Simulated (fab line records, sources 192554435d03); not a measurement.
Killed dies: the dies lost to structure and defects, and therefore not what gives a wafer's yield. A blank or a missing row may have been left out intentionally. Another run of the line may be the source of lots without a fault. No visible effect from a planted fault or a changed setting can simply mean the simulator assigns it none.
Check of tool commonality | flow n5 finfet | Sample size 8 lots and 24 wafers

== REASON FOR OPENING ==
At N5_BEOL_M6_OCD_MEAS_38 the reading trench depth nm is flagged on 3 of 8 lots. No-fault wafers: 94.1 nm, standard deviation 1.1.
Rule: a lot is flagged when every wafer of it that has a number lies more than 4 standard deviations from that mean, or none has a number. All remaining lots are regarded as sound.

lot  | measured     | on     | trench depth nm (nm), wafer by wafer | flag
L647 | day 12 01:30 | ocd-02 | 0 0 0.3                              | FLAGGED
L642 | day 12 03:21 | ocd-02 | 0.8 0 0.5                            | FLAGGED
L646 | day 12 05:18 | ocd-02 | 0.1 0 0.4                            | FLAGGED
L649 | day 13 13:05 | ocd-02 | 94.0 94.9 93.5                       |
L650 | day 13 13:31 | ocd-01 | 92.9 93.0 93.3                       |
L652 | day 13 23:37 | ocd-02 | 95.1 95.3 91.9                       |
L654 | day 14 06:01 | ocd-02 | 94.8 94.4 93.0                       |
L656 | day 14 10:32 | ocd-02 | 94.1 95.8 92.2                       |
On average the flagged lots' numbers are 0.2 nm, which is -93.9 nm against the usual, or -85 standard deviations.

== EACH LOT AND THE TOOL IT RAN ON ==
The record holds 3 process steps before the reading, out of a route of 1938 steps. In each cell: the tool, then ch and the chambers that the sampled wafers went through, then the start.
lot  | flag    | N5_BEOL_M6_ETCH_66                 | N5_BEOL_M6_STRIP_36                | N5_BEOL_M6_TRENCH_ETCH_37
L647 | FLAGGED | rie diel-01 ch 0,1,3, day 12 01:09 | rie diel-01 ch 0,1,3, day 12 01:18 | rie diel-01 ch 0,1,3, day 12 01:20
L642 | FLAGGED | rie diel-01 ch 1,2, day 12 02:59   | rie diel-01 ch 1,2, day 12 03:08   | rie diel-01 ch 1,2, day 12 03:11
L646 | FLAGGED | rie diel-06 ch 0,3, day 12 04:57   | rie diel-06 ch 0,3, day 12 05:06   | rie diel-06 ch 0,3, day 12 05:08
L649 |         | rie diel-01 ch 0,2,3, day 13 12:44 | rie diel-01 ch 0,2,3, day 13 12:53 | rie diel-01 ch 0,2,3, day 13 12:55
L650 |         | rie diel-01 ch 1,2,3, day 13 13:10 | rie diel-01 ch 1,2,3, day 13 13:19 | rie diel-01 ch 1,2,3, day 13 13:22
L652 |         | rie diel-01 ch 0,1, day 13 23:16   | rie diel-01 ch 0,1, day 13 23:26   | rie diel-01 ch 0,1, day 13 23:28
L654 |         | rie diel-06 ch 0,1,3, day 14 05:41 | rie diel-06 ch 0,1,3, day 14 05:50 | rie diel-06 ch 0,1,3, day 14 05:52
L656 |         | rie diel-01 ch 0,1,3, day 14 10:11 | rie diel-01 ch 0,1,3, day 14 10:20 | rie diel-01 ch 0,1,3, day 14 10:22
What the steps here do:
- N5_BEOL_M6_ETCH_66: etches SOC in N2/H2, target depth 80 nm, overetch 16 nm, time 120 s.
- N5_BEOL_M6_STRIP_36: strips in N2/H2.
- N5_BEOL_M6_TRENCH_ETCH_37: etches SiCOH lowk in C4F6/O2, target depth 94.435 nm, time 31.5 s.
- N5_BEOL_M6_OCD_MEAS_38

== FLAGGED OVER TOTAL, TOOL BY TOOL (the gauges that took the reading come last) ==
step                      | tool        | lots run | flagged | share of the flagged lots | sound lots run after its first flagged lot
N5_BEOL_M6_ETCH_66        | rie diel-01 | 6        | 2       | some                      | 4 (L649,L650,L652,L656)
N5_BEOL_M6_ETCH_66        | rie diel-06 | 2        | 1       | some                      | 1 (L654)
N5_BEOL_M6_STRIP_36       | rie diel-01 | 6        | 2       | some                      | 4 (L649,L650,L652,L656)
N5_BEOL_M6_STRIP_36       | rie diel-06 | 2        | 1       | some                      | 1 (L654)
N5_BEOL_M6_TRENCH_ETCH_37 | rie diel-01 | 6        | 2       | some                      | 4 (L649,L650,L652,L656)
N5_BEOL_M6_TRENCH_ETCH_37 | rie diel-06 | 2        | 1       | some                      | 1 (L654)
N5_BEOL_M6_OCD_MEAS_38    | ocd-01      | 1        | 0       | none                      | -
N5_BEOL_M6_OCD_MEAS_38    | ocd-02      | 7        | 3       | all                       | 4 (L649,L652,L654,L656)

== WHAT THE TABLE ALLOWS ==
In the table, 1 row covers all flagged lots: ocd-02 at N5_BEOL_M6_OCD_MEAS_38.
- ocd-02 at N5_BEOL_M6_OCD_MEAS_38 ran 7 lots, 3 of them flagged. Lots that were sound ran on it after the first flagged one (L649, L652, L654, L656); a persistent fault on the entire tool would not allow that.
No row of the table ran every flagged lot and no sound lot after the first.

== WHAT THE SIMULATOR PUT IN ==
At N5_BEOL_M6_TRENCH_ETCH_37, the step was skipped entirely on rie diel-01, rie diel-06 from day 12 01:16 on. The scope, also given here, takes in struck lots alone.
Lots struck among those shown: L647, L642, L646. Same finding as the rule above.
